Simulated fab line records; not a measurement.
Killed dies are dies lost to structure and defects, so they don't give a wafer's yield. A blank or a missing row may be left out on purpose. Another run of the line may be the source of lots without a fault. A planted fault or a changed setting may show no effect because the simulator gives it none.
fab line records	flow n5_finfet
record: lots: 24	wafers: 72	last_day: 18
route steps=1938 shown GATE_CUT@468 MOL_CONTACT_COAG@527
lots that met no fault: from a run of the same line without faults
start_h: the number of hours between the record's first day and the start of the first shown wafer of the lot	wait_h: hours from the lot's prior step to this one	" unchanged from the row above	L1.1+2: a row that stands for several wafers	- either no value or no given start	* or withheld: withheld	< > ~ a bound
route shown NAME@n: names a module that has steps shown in the file, with the first one's number in the route	usual: average and standard deviation across the fault-free wafers	same: alike in all rows	chamber/n: place in a boat	sites: readings site by site	_std_site: standard deviation across them	_edge_site: mean of outer sites minus mean of inner sites	radius_mm: for every site, how far away it sits from the centre of the wafer	mask NAME#n: copy n	behind: the most recent tool/chamber to have shaped the wafer	hold: reason for holding the lot/hours on hold/outcome of the hold	device: the transistor (n, p or np) that didn't switch	end of line: at the end of the route, the tests of the same wafers	a step without rows: its recipe alone	killed: dies that structure and defects cost at the first sort, which is not the same as the wafer's yield	map: per-die view of a wafer (x killed, . not killed, _ where there is no die)
set.NAME: the setting the step ran with; set.NAME@STEP: the setting that earlier step ran with	model.NAME: the simulator's own value behind a step, which no gauge read
a sample of lots followed through the steps of the route, with each step as a table and each wafer as a row
services: the hour from which a tool's chamber was out of use, counted from the record's first day as start_h (under 0 if before that day), plus the number of hours and why
== steps ==
step: N5_GATE_CUT_VAPOR_ETCH_60
recipe: chemistry: BCl3/Cl2	target: HfO2	mode: isotropic
usual: drypump_motor_current_A: 5.8/0.41	oes_product_au: 0.72/0.11
lot.wafer	tool	chamber	start_h	wait_h	drypump_motor_current_A	oes_product_au
L074.2	rie_metal-03	1	80.44	0.0	5.7	0.58
L074.3	"	1	"	"	5.7	0.58
L074.5	"	0	"	"	6.2	0.81
L075.1	rie_metal-03	0	86.75	0.0	6.2	0.81
L075.5	"	1	"	"	5.7	0.58
L075.6	"	0	"	"	6.2	0.80
L076.1	rie_metal-01	1	93.28	0.0	6.3	0.67
L076.3	"	0	"	"	5.3	0.62
L076.5	"	1	"	"	6.3	0.67
L077.2	rie_metal-01	1	98.09	0.0	6.3	0.68
L077.5	"	1	"	"	6.3	0.67
L077.6	"	0	"	"	5.3	0.62
L078.3	rie_metal-01	0	105.96	0.0	5.4	0.62
L078.5	"	1	"	"	6.3	0.67
L078.6	"	0	"	"	5.3	0.61
L079.2	rie_metal-02	0	109.98	0.0	5.8	0.71
L079.5	"	1	"	"	5.2	0.87
L079.6	"	0	"	"	5.8	0.70
L080.2	rie_metal-01	0	122.15	0.0	5.3	0.62
L080.3	"	1	"	"	6.3	0.67
L080.6	"	0	"	"	5.3	0.62
L081.1	rie_metal-01	0	125.11	0.0	5.3	0.63
L081.4	"	1	"	"	6.3	0.67
L081.6	"	0	"	"	5.3	0.62
L082.1	rie_metal-01	0	130.12	0.0	5.4	0.61
L082.2	"	1	"	"	6.3	0.67
L082.5	"	0	"	"	5.3	0.61
L083.2	rie_metal-02	1	138.36	0.0	5.2	0.86
L083.5	"	1	"	"	5.3	0.86
L083.6	"	0	"	"	5.8	0.70
L084.1	rie_metal-01	1	145.24	0.0	6.3	0.67
L084.5	"	0	"	"	5.4	0.61
L084.6	"	1	"	"	6.3	0.67
L085.2	rie_metal-02	1	147.71	0.0	5.2	0.85
L085.3	"	0	"	"	5.8	0.70
L085.5	"	1	"	"	5.3	0.86
L086.1	rie_metal-01	1	155.32	0.0	6.3	0.66
L086.5	"	1	"	"	6.3	0.66
L086.6	"	0	"	"	5.3	0.62
L087.2	rie_metal-01	0	165.25	0.0	5.3	0.61
L087.3	"	1	"	"	6.3	0.66
L087.5	"	1	"	"	6.3	0.67
L088.1	rie_metal-02	1	167.45	0.0	5.2	0.85
L088.3	"	1	"	"	5.2	0.85
L088.5	"	0	"	"	5.8	0.69
L089.1	rie_metal-02	1	172.20	0.0	5.3	0.84
L089.2	"	0	"	"	5.8	0.68
L089.5	"	0	"	"	5.8	0.69
L090.1	rie_metal-01	0	183.42	0.0	5.3	0.61
L090.3	"	1	"	"	6.3	0.65
L090.4	"	0	"	"	5.3	0.61
L091.1	rie_metal-03	0	184.42	0.0	6.2	0.77
L091.2	"	1	"	"	5.7	0.94
L091.5	"	0	"	"	6.2	0.76
L092.1	rie_metal-02	0	194.97	0.0	5.8	0.68
L092.2	"	1	"	"	5.2	0.84
L092.3	"	1	"	"	5.2	0.83
L093.1	rie_metal-02	1	198.70	0.0	5.3	0.84
L093.4	"	1	"	"	5.3	0.84
L093.5	"	0	"	"	5.8	0.69
L094.2	rie_metal-03	1	203.49	0.1	5.7	0.94
L094.4	"	1	"	"	5.7	0.93
L094.5	"	1	"	"	5.7	0.93
L095.2	rie_metal-03	1	208.89	0.0	5.7	0.93
L095.3	"	1	"	"	5.7	0.93
L095.4	"	0	"	"	6.2	0.77
L096.2	rie_metal-02	1	215.85	0.0	5.3	0.83
L096.3	"	1	"	"	5.3	0.83
L096.6	"	0	"	"	5.8	0.68
L097.1	rie_metal-01	1	221.59	0.1	6.3	0.65
L097.5	"	1	"	"	6.3	0.64
L097.6	"	1	"	"	6.3	0.65
step: N5_GATE_CUT_SAC_CAP_01
recipe: material: SiNx	target_thk_a: 240	temp_c: 400	ald_precursor_family: SiH2I2	ald_co_reactant: N2/H2-plasma	pulse_time_s: 1	ald_cycles: 480	purge_time_s: 2	co_reactant_purge_time_s: 2	pressure_torr: 2
usual: heater_power_w: 837/60	precursor_pulse_height_rel: 0.998/0.021
lot.wafer	tool	chamber	start_h	wait_h	heater_power_w	precursor_pulse_height_rel
L074.2	ald_sin-03	0	80.97	0.0	836	0.986
L074.3	"	1	"	"	853	1.029
L074.5	"	3	82.06	1.1	800	1.006
L075.1	ald_sin-01	1	87.63	0.5	761	0.972
L075.5	"	3	88.72	1.6	766	0.984
L075.6	"	0	"	"	860	1.007
L076.1	ald_sin-02	1	93.90	0.3	840	0.991
L076.3	"	3	"	"	817	0.977
L076.5	"	1	94.99	1.4	805	1.025
L077.2	ald_sin-01	1	98.65	0.2	757	0.993
L077.5	"	2	99.74	1.3	916	1.017
L077.6	"	1	"	"	761	0.987
L078.3	ald_sin-02	1	106.42	0.0	805	0.998
L078.5	"	0	107.51	1.1	935	0.995
L078.6	"	3	"	"	835	0.990
L079.2	ald_sin-02	1	110.38	0.0	832	1.005
L079.5	"	0	111.46	1.1	946	0.969
L079.6	"	1	"	"	803	0.983
L080.2	ald_sin-02	1	122.67	0.0	825	1.025
L080.3	"	3	"	"	822	0.987
L080.6	"	3	123.75	1.1	818	1.040
L081.1	ald_sin-01	2	125.51	0.0	941	0.995
L081.4	"	1	"	"	762	1.015
L081.6	"	2	126.60	1.1	881	0.965
L082.1	ald_sin-02	2	130.49	0.0	749	0.975
L082.2	"	0	"	"	951	0.981
L082.5	"	2	131.58	1.1	774	1.019
L083.2	ald_sin-01	0	138.73	0.0	843	0.956
L083.5	"	3	139.81	1.1	759	1.033
L083.6	"	2	"	"	904	1.002
L084.1	ald_sin-02	1	145.69	0.0	812	0.997
L084.5	"	0	146.77	1.1	952	1.009
L084.6	"	3	"	"	818	0.957
L085.2	ald_sin-01	2	148.08	0.0	920	0.987
L085.3	"	1	"	"	761	1.004
L085.5	"	2	149.17	1.1	890	0.974
L086.1	ald_sin-02	1	155.94	0.3	834	0.999
L086.5	"	0	157.02	1.4	932	1.021
L086.6	"	1	"	"	801	1.003
L087.2	ald_sin-02	1	166.21	0.6	818	1.001
L087.3	"	3	"	"	846	0.996
L087.5	"	1	167.30	1.7	844	1.031
L088.1	ald_sin-02	3	168.38	0.6	808	1.029
L088.3	"	0	"	"	904	1.019
L088.5	"	0	169.47	1.7	936	1.026
L089.1	ald_sin-01	0	173.26	0.7	865	0.991
L089.2	"	2	"	"	913	1.004
L089.5	"	2	174.35	1.8	935	1.017
L090.1	ald_sin-02	3	183.79	0.0	799	0.997
L090.3	"	1	"	"	821	1.013
L090.4	"	0	"	"	944	1.007
L091.1	ald_sin-03	0	185.41	0.7	846	0.995
L091.2	"	2	"	"	823	0.991
L091.5	"	1	186.49	1.7	858	0.998
L092.1	ald_sin-02	1	195.34	0.0	829	1.025
L092.2	"	2	"	"	777	0.969
L092.3	"	3	"	"	833	0.992
L093.1	ald_sin-02	0	199.07	0.0	939	0.979
L093.4	"	1	"	"	832	0.994
L093.5	"	2	200.16	1.1	765	1.022
L094.2	ald_sin-01	2	203.87	0.0	888	0.991
L094.4	"	1	"	"	820	0.988
L094.5	"	2	204.96	1.1	883	1.014
L095.2	ald_sin-02	2	210.10	0.6	765	1.005
L095.3	"	0	"	"	937	0.996
L095.4	"	3	"	"	832	0.950
L096.2	ald_sin-01	1	216.37	0.2	818	0.981
L096.3	"	3	"	"	770	1.042
L096.6	"	2	217.46	1.3	890	0.970
L097.1	ald_sin-01	1	222.12	0.1	789	0.989
L097.5	"	0	223.21	1.1	853	0.998
L097.6	"	3	"	"	768	0.996
step: N5_MOL_CONTACT_COAG_OVL_MEAS_09
recipe: points_per_wafer: 522
usual: CA_OVL: 0.1/0.77
lot.wafer	tool	chamber	start_h	wait_h	CA_OVL[nm]
L074.2	overlay-01	0	87.98	0.0	0.3
L074.3	"	0	"	"	-0.7
L074.5	"	0	"	"	0.7
L075.1	overlay-01	0	94.93	0.0	-0.1
L075.5	"	0	"	"	0.6
L075.6	"	0	"	"	0.0
L076.1	overlay-01	0	100.77	0.0	0.3
L076.3	"	0	"	"	0.0
L076.5	"	0	"	"	0.1
L077.2	overlay-01	0	105.48	0.0	0.6
L077.5	"	0	"	"	-0.7
L077.6	"	0	"	"	0.7
L078.3	overlay-01	0	116.20	0.0	1.0
L078.5	"	0	"	"	1.1
L078.6	"	0	"	"	1.4
L079.2	overlay-01	0	117.14	0.0	0.4
L079.5	"	0	"	"	-0.3
L079.6	"	0	"	"	0.9
L080.2	overlay-02	0	129.88	0.0	1.0
L080.3	"	0	"	"	-0.1
L080.6	"	0	"	"	0.8
L081.1	overlay-02	0	132.39	0.0	-0.3
L081.4	"	0	"	"	0.6
L081.6	"	0	"	"	0.2
L082.1	overlay-01	0	138.29	0.0	0.1
L082.2	"	0	"	"	0.0
L082.5	"	0	"	"	0.6
L083.2	overlay-01	0	145.68	0.0	0.7
L083.5	"	0	"	"	0.6
L083.6	"	0	"	"	0.5
L084.1	overlay-02	0	153.08	0.0	2.0
L084.5	"	0	"	"	0.8
L084.6	"	0	"	"	0.5
L085.2	overlay-01	0	155.35	0.0	1.9
L085.3	"	0	"	"	0.6
L085.5	"	0	"	"	-0.7
L086.1	overlay-01	0	163.23	0.0	-0.7
L086.5	"	0	"	"	0.3
L086.6	"	0	"	"	-1.0
L087.2	overlay-01	0	173.33	0.0	0.7
L087.3	"	0	"	"	1.5
L087.5	"	0	"	"	1.3
L088.1	overlay-01	0	175.13	0.0	0.1
L088.3	"	0	"	"	1.2
L088.5	"	0	"	"	1.1
L089.1	overlay-01	0	180.67	0.0	-0.8
L089.2	"	0	"	"	-0.5
L089.5	"	0	"	"	0.0
L090.1	overlay-02	0	191.63	0.0	0.4
L090.3	"	0	"	"	-0.3
L090.4	"	0	"	"	-1.2
L091.1	overlay-02	0	192.98	0.0	-0.8
L091.2	"	0	"	"	1.1
L091.5	"	0	"	"	-1.5
L092.1	overlay-01	0	202.48	0.0	1.2
L092.2	"	0	"	"	0.9
L092.3	"	0	"	"	1.4
L093.1	overlay-02	0	205.96	0.0	-1.6
L093.4	"	0	"	"	0.6
L093.5	"	0	"	"	-0.1
L094.2	overlay-02	0	210.90	0.0	-1.2
L094.4	"	0	"	"	0.2
L094.5	"	0	"	"	-0.4
L095.2	overlay-02	0	217.55	0.0	-0.3
L095.3	"	0	"	"	-1.5
L095.4	"	0	"	"	0.0
L096.2	overlay-01	0	224.40	0.0	-0.7
L096.3	"	0	"	"	-0.5
L096.6	"	0	"	"	-0.4
L097.1	overlay-01	0	229.43	0.0	0.9
L097.5	"	0	"	"	-0.3
L097.6	"	0	"	"	-0.3
step: N5_MOL_CONTACT_COAG_INSPECT_10
recipe: mode: adi	inspect_instrument: brightfield
usual: raw_defect_count: 62/27
lot.wafer	tool	chamber	start_h	wait_h	raw_defect_count
L074.2	defect_inspect-02	-	88.03	0.0	41
L074.3	"	-	"	"	38
L074.5	"	-	"	"	42
L075.1	defect_inspect-01	-	94.99	0.1	41
L075.5	"	-	"	"	30
L075.6	"	-	"	"	44
L076.1	defect_inspect-02	-	100.84	0.1	75
L076.3	"	-	"	"	48
L076.5	"	-	"	"	76
L077.2	defect_inspect-02	-	105.54	0.0	80
L077.5	"	-	"	"	87
L077.6	"	-	"	"	69
L078.3	defect_inspect-02	-	116.25	0.0	79
L078.5	"	-	"	"	52
L078.6	"	-	"	"	48
L079.2	defect_inspect-02	-	117.19	0.0	48
L079.5	"	-	"	"	80
L079.6	"	-	"	"	56
L080.2	defect_inspect-01	-	129.93	0.0	46
L080.3	"	-	"	"	93
L080.6	"	-	"	"	70
L081.1	defect_inspect-02	-	132.45	0.1	31
L081.4	"	-	"	"	25
L081.6	"	-	"	"	37
L082.1	defect_inspect-02	-	138.35	0.1	132
L082.2	"	-	"	"	79
L082.5	"	-	"	"	47
L083.2	defect_inspect-01	-	145.74	0.0	33
L083.5	"	-	"	"	52
L083.6	"	-	"	"	54
L084.1	defect_inspect-01	-	153.13	0.1	89
L084.5	"	-	"	"	127
L084.6	"	-	"	"	94
L085.2	defect_inspect-01	-	155.41	0.0	55
L085.3	"	-	"	"	64
L085.5	"	-	"	"	109
L086.1	defect_inspect-02	-	163.28	0.1	75
L086.5	"	-	"	"	65
L086.6	"	-	"	"	83
L087.2	defect_inspect-02	-	173.39	0.0	24
L087.3	"	-	"	"	26
L087.5	"	-	"	"	38
L088.1	defect_inspect-02	-	175.19	0.1	91
L088.3	"	-	"	"	57
L088.5	"	-	"	"	97
L089.1	defect_inspect-02	-	180.73	0.1	38
L089.2	"	-	"	"	35
L089.5	"	-	"	"	72
L090.1	defect_inspect-02	-	191.68	0.1	48
L090.3	"	-	"	"	47
L090.4	"	-	"	"	38
L091.1	defect_inspect-02	-	193.04	0.1	42
L091.2	"	-	"	"	50
L091.5	"	-	"	"	87
L092.1	defect_inspect-01	-	202.54	0.1	31
L092.2	"	-	"	"	26
L092.3	"	-	"	"	42
L093.1	defect_inspect-02	-	206.02	0.1	64
L093.4	"	-	"	"	53
L093.5	"	-	"	"	63
L094.2	defect_inspect-01	-	210.95	0.0	103
L094.4	"	-	"	"	31
L094.5	"	-	"	"	104
L095.2	defect_inspect-02	-	217.61	0.0	39
L095.3	"	-	"	"	64
L095.4	"	-	"	"	28
L096.2	defect_inspect-02	-	224.45	0.0	104
L096.3	"	-	"	"	118
L096.6	"	-	"	"	170
L097.1	defect_inspect-02	-	229.49	0.1	91
L097.5	"	-	"	"	53
L097.6	"	-	"	"	61
step: N5_MOL_CONTACT_COAG_ETCH_15
recipe: chemistry: CH3F/O2	target: SiNx	target_depth_a: 70	mask_material: SOC	stop_on: Si:P	over_etch_frac: 0.75	ion_energy_ev: 120	pressure_mtorr: 30	source_w: 395	bias_w: 73	Ar_flow_sccm: 150	CH3F_flow_sccm: 30	O2_flow_sccm: 20
usual: drypump_motor_current_A: 5.6/0.51	oes_ar_750_au: 0.82/0.1	oes_product_au: 0.60/0.075	rf_vpp_V: 295/5.9	showerhead_plenum_p_Torr: 1.98/0.069	throttle_valve_pct: 16.27/0.23
lot.wafer	tool	chamber	start_h	wait_h	drypump_motor_current_A	oes_ar_750_au	oes_product_au	rf_hours_counter_h	rf_vpp_V	showerhead_plenum_p_Torr	throttle_valve_pct
L074.2	rie_diel-06	0	88.35	0.0	5.5	0.71	0.52	229	280	1.89	16.57
L074.3	"	3	"	"	5.3	0.70	0.51	238	294	1.97	16.25
L074.5	"	0	"	"	5.5	0.71	0.52	-	283	1.89	16.55
L075.1	rie_diel-06	0	95.24	0.0	5.5	0.72	0.52	231	282	1.89	16.57
L075.5	"	1	"	"	4.9	0.83	0.61	-	303	2.03	16.08
L075.6	"	0	"	"	5.5	0.72	0.52	-	282	1.89	16.57
L076.1	rie_diel-06	2	101.77	0.0	5.5	0.89	0.66	29	297	2.03	16.43
L076.3	"	0	"	"	5.5	0.71	0.52	234	282	1.89	16.57
L076.5	"	1	"	"	4.9	0.83	0.61	-	303	2.03	16.07
L077.2	rie_diel-06	1	106.88	0.0	4.9	0.83	0.61	91	305	2.03	16.09
L077.5	"	2	"	"	5.5	0.89	0.66	-	297	2.02	16.42
L077.6	"	3	"	"	5.3	0.70	0.50	-	295	1.97	16.27
L078.3	rie_diel-06	2	117.09	0.0	5.5	0.87	0.65	37	297	2.02	16.45
L078.5	"	2	"	"	5.5	0.88	0.65	-	296	2.02	16.45
L078.6	"	1	"	"	4.9	0.81	0.60	-	302	2.03	16.10
L079.2	rie_diel-01	3	118.23	0.0	6.1	0.68	0.49	250	295	1.98	16.80
L079.5	"	3	"	"	6.1	0.68	0.50	-	294	1.98	16.77
L079.6	"	0	"	"	6.0	0.80	0.59	-	291	2.03	16.31
L080.2	rie_diel-02	1	130.18	0.0	5.3	0.68	0.51	216	297	1.91	16.48
L080.3	"	2	"	"	5.4	0.69	0.50	247	293	1.89	16.63
L080.6	"	2	"	"	5.5	0.68	0.51	-	293	1.89	16.64
L081.1	rie_diel-06	1	132.71	0.0	4.9	0.81	0.60	105	304	2.02	16.12
L081.4	"	0	"	"	5.5	0.70	0.51	-	281	1.88	16.60
L081.6	"	1	"	"	4.9	0.81	0.60	-	304	2.02	16.12
L082.1	rie_diel-02	1	138.60	0.0	5.4	0.67	0.50	219	296	1.91	16.47
L082.2	"	0	"	"	5.6	0.75	0.54	169	288	1.90	16.35
L082.5	"	2	"	"	5.4	0.68	0.50	-	295	1.89	16.63
L083.2	rie_diel-01	3	145.99	0.0	6.1	0.96	0.70	3	294	1.98	16.30
L083.5	"	3	"	"	6.1	0.96	0.70	-	295	1.98	16.31
L083.6	"	2	"	"	5.1	0.69	0.50	-	304	1.97	16.30
L084.1	rie_diel-06	2	153.52	0.0	5.5	0.86	0.62	52	297	2.02	16.49
L084.5	"	3	"	"	5.3	0.95	0.68	-	294	1.96	15.88
L084.6	"	1	"	"	4.9	0.79	0.59	-	302	2.02	16.13
L085.2	rie_diel-06	3	155.83	0.0	5.3	0.95	0.69	10	294	1.96	15.87
L085.3	"	2	"	"	5.5	0.85	0.63	53	296	2.02	16.48
L085.5	"	3	"	"	5.3	0.95	0.68	-	294	1.96	15.88
L086.1	rie_diel-06	0	163.68	0.0	5.5	1.01	0.73	1	288	2.13	16.08
L086.5	"	0	"	"	5.6	1.01	0.74	-	287	2.13	16.08
L086.6	"	1	"	"	4.9	0.80	0.59	-	305	2.02	16.15
L087.2	rie_diel-06	2	173.64	0.0	5.5	0.85	0.62	58	298	2.02	16.49
L087.3	"	1	"	"	4.9	0.80	0.58	121	305	2.02	16.17
L087.5	"	0	"	"	5.5	0.99	0.71	-	287	2.13	16.09
L088.1	rie_diel-06	0	175.61	0.0	5.5	0.99	0.72	4	287	2.13	16.09
L088.3	"	3	"	"	5.3	0.94	0.67	15	293	1.96	15.88
L088.5	"	3	"	"	5.3	0.94	0.67	-	295	1.96	15.87
L089.1	rie_diel-01	0	180.98	0.0	6.0	0.78	0.57	125	291	2.02	16.35
L089.2	"	3	"	"	6.1	0.91	0.66	18	295	1.97	16.34
L089.5	"	3	"	"	6.1	0.91	0.65	-	293	1.97	16.34
L090.1	rie_diel-02	3	191.99	0.0	6.5	0.69	0.51	213	292	1.89	16.14
L090.3	"	1	"	"	5.3	0.67	0.49	241	296	1.90	16.50
L090.4	"	0	"	"	5.6	0.73	0.54	191	288	1.89	16.39
L091.1	rie_diel-01	3	193.29	0.0	6.0	0.90	0.66	21	294	1.97	16.33
L091.2	"	0	"	"	6.0	0.78	0.57	128	291	2.02	16.36
L091.5	"	2	"	"	5.1	0.99	0.71	-	301	1.96	15.79
L092.1	rie_diel-02	3	202.79	0.0	6.5	0.69	0.50	216	292	1.89	16.14
L092.2	"	2	"	"	5.5	0.93	0.69	15	299	2.13	16.19
L092.3	"	1	"	"	5.4	0.66	0.49	244	295	1.90	16.53
L093.1	rie_diel-02	0	206.43	0.0	5.6	0.72	0.53	195	288	1.89	16.38
L093.4	"	1	"	"	5.4	0.66	0.49	245	295	1.90	16.53
L093.5	"	1	"	"	5.4	0.66	0.50	-	297	1.90	16.52
L094.2	rie_diel-01	0	211.20	0.0	6.0	0.77	0.56	134	290	2.02	16.38
L094.4	"	2	"	"	5.1	0.96	0.70	10	301	1.96	15.80
L094.5	"	1	"	"	6.7	0.91	0.67	-	292	1.96	16.31
L095.2	rie_diel-01	1	218.86	0.0	6.7	0.91	0.66	20	290	1.96	16.31
L095.3	"	0	"	"	6.0	0.76	0.56	136	292	2.01	16.38
L095.4	"	2	"	"	5.1	0.95	0.68	13	301	1.96	15.78
L096.2	rie_diel-02	3	224.74	0.0	6.5	0.69	0.50	225	292	1.89	16.17
L096.3	"	0	"	"	5.6	0.72	0.53	202	288	1.89	16.39
L096.6	"	2	"	"	5.4	0.91	0.68	-	299	2.13	16.21
L097.1	rie_diel-01	3	229.74	0.0	6.1	0.88	0.64	33	293	1.97	16.36
L097.5	"	2	"	"	5.1	0.95	0.68	-	300	1.96	15.80
L097.6	"	3	"	"	6.1	0.88	0.64	-	294	1.97	16.37
step: N5_MOL_CONTACT_COAG_ALD_27
recipe: material: SiOC	target_thk_a: 170	temp_c: 400	ald_precursor_family: carbosiloxane	ald_co_reactant: H2-plasma	pulse_time_s: 1.5	time_s: 2720	purge_time_s: 2	co_reactant_purge_time_s: 2	ald_cycles: 340	pressure_torr: 2
usual: heater_power_w: 827/28	precursor_pulse_height_rel: 0.997/0.02
lot.wafer	tool	chamber	start_h	wait_h	heater_power_w	precursor_pulse_height_rel
L074.2	ald_sin-01	0	93.91	0.5	854	1.008
L074.3	"	3	"	"	762	0.974
L074.5	"	1	"	"	760	0.989
L075.1	ald_sin-03	3	99.99	0.0	821	1.000
L075.5	"	3	"	"	783	0.995
L075.6	"	0	"	"	845	1.014
L076.1	ald_sin-04	1	106.42	0.0	812	0.988
L076.3	"	2	"	"	839	0.984
L076.5	"	3	"	"	800	1.003
L077.2	ald_sin-03	2	112.71	1.3	830	1.015
L077.5	"	2	"	"	814	1.029
L077.6	"	1	"	"	860	0.957
L078.3	ald_sin-01	2	122.06	0.0	900	1.016
L078.5	"	1	"	"	771	0.984
L078.6	"	0	"	"	854	0.983
L079.2	ald_sin-03	1	122.90	0.0	846	0.997
L079.5	"	0	"	"	848	0.976
L079.6	"	3	"	"	820	0.992
L080.2	ald_sin-04	0	137.47	0.0	763	1.016
L080.3	"	3	"	"	811	0.963
L080.6	"	0	"	"	814	1.012
L081.1	ald_sin-04	2	140.56	0.5	844	0.993
L081.4	"	1	"	"	802	0.991
L081.6	"	3	"	"	819	1.021
L082.1	ald_sin-03	3	145.27	0.0	817	1.003
L082.2	"	0	"	"	859	1.026
L082.5	"	0	"	"	861	1.007
L083.2	ald_sin-03	1	152.66	0.0	845	0.987
L083.5	"	2	"	"	864	0.979
L083.6	"	1	"	"	820	0.976
L084.1	ald_sin-04	1	162.58	0.0	830	0.996
L084.5	"	3	"	"	828	1.020
L084.6	"	2	"	"	820	1.004
L085.2	ald_sin-03	1	164.99	0.0	860	1.018
L085.3	"	2	"	"	851	0.973
L085.5	"	0	"	"	822	1.019
L086.1	ald_sin-04	2	173.16	0.4	828	1.024
L086.5	"	3	"	"	830	1.008
L086.6	"	2	"	"	821	1.034
L087.2	ald_sin-04	3	180.28	0.0	832	0.989
L087.3	"	0	"	"	801	0.985
L087.5	"	1	"	"	805	1.021
L088.1	ald_sin-03	1	183.22	1.5	831	0.957
L088.3	"	2	"	"	854	0.974
L088.5	"	3	"	"	790	0.980
L089.1	ald_sin-04	0	188.43	1.6	796	0.996
L089.2	"	1	"	"	818	0.983
L089.5	"	3	"	"	840	1.014
L091.1	ald_sin-03	0	200.96	0.4	832	1.028
L091.2	"	3	"	"	810	0.997
L091.5	"	0	"	"	827	1.016
L090.1	ald_sin-04	0	200.98	0.0	832	1.004
L090.3	"	2	"	"	828	0.998
L090.4	"	3	"	"	819	1.011
L092.1	ald_sin-03	3	208.62	0.0	798	1.010
L092.2	"	2	"	"	851	1.018
L092.3	"	1	"	"	850	1.010
L093.1	ald_sin-03	2	213.99	0.0	829	1.006
L093.4	"	1	"	"	835	0.966
L093.5	"	1	"	"	861	1.031
L094.2	ald_sin-03	1	217.82	0.0	852	0.977
L094.4	"	2	"	"	846	1.025
L094.5	"	3	"	"	809	1.011
L095.2	ald_sin-01	1	224.55	0.0	783	1.009
L095.3	"	0	"	"	834	0.997
L095.4	"	3	"	"	761	0.977
L096.2	ald_sin-04	3	233.96	0.3	810	1.040
L096.3	"	3	"	"	809	0.998
L096.6	"	3	"	"	814	0.988
L097.1	ald_sin-04	0	239.91	0.3	828	1.001
L097.5	"	2	241.45	1.8	831	1.015
L097.6	"	0	"	"	808	0.985
== services ==
tool	chamber	start_h	hours	kind
ald_sin-04	-	85.71	14.0	pm
rie_diel-02	-	96.68	28.1	pm
rie_diel-01	-	105.62	2.8	pm
rie_metal-02	-	107.96	1.2	repair
ald_sin-01	-	114.67	2.8	pm
ald_sin-04	0	125.72	10.5	repair
rie_diel-02	3	126.12	3.5	repair
rie_diel-02	3	143.67	19.0	repair
ald_sin-01	-	157.02	14.6	pm
ald_sin-01	-	176.75	14.0	pm
ald_sin-01	0	176.75	14.0	vent_cycle
ald_sin-01	1	176.75	14.0	vent_cycle
ald_sin-01	2	176.75	14.0	vent_cycle
ald_sin-01	3	176.75	14.0	vent_cycle
ald_sin-01	0	190.75	-	clean
ald_sin-01	1	190.75	-	clean
rie_metal-03	0	196.03	8.7	repair
ald_sin-01	2	197.06	3.2	repair
rie_diel-02	1	209.60	1.2	repair
rie_diel-06	2	212.80	6.6	repair
rie_diel-01	0	231.78	6.0	repair
ald_sin-04	1	232.00	10.4	repair
ald_sin-03	-	237.07	0.9	repair
ald_sin-04	3	238.99	12.5	repair
== key ==
fault none
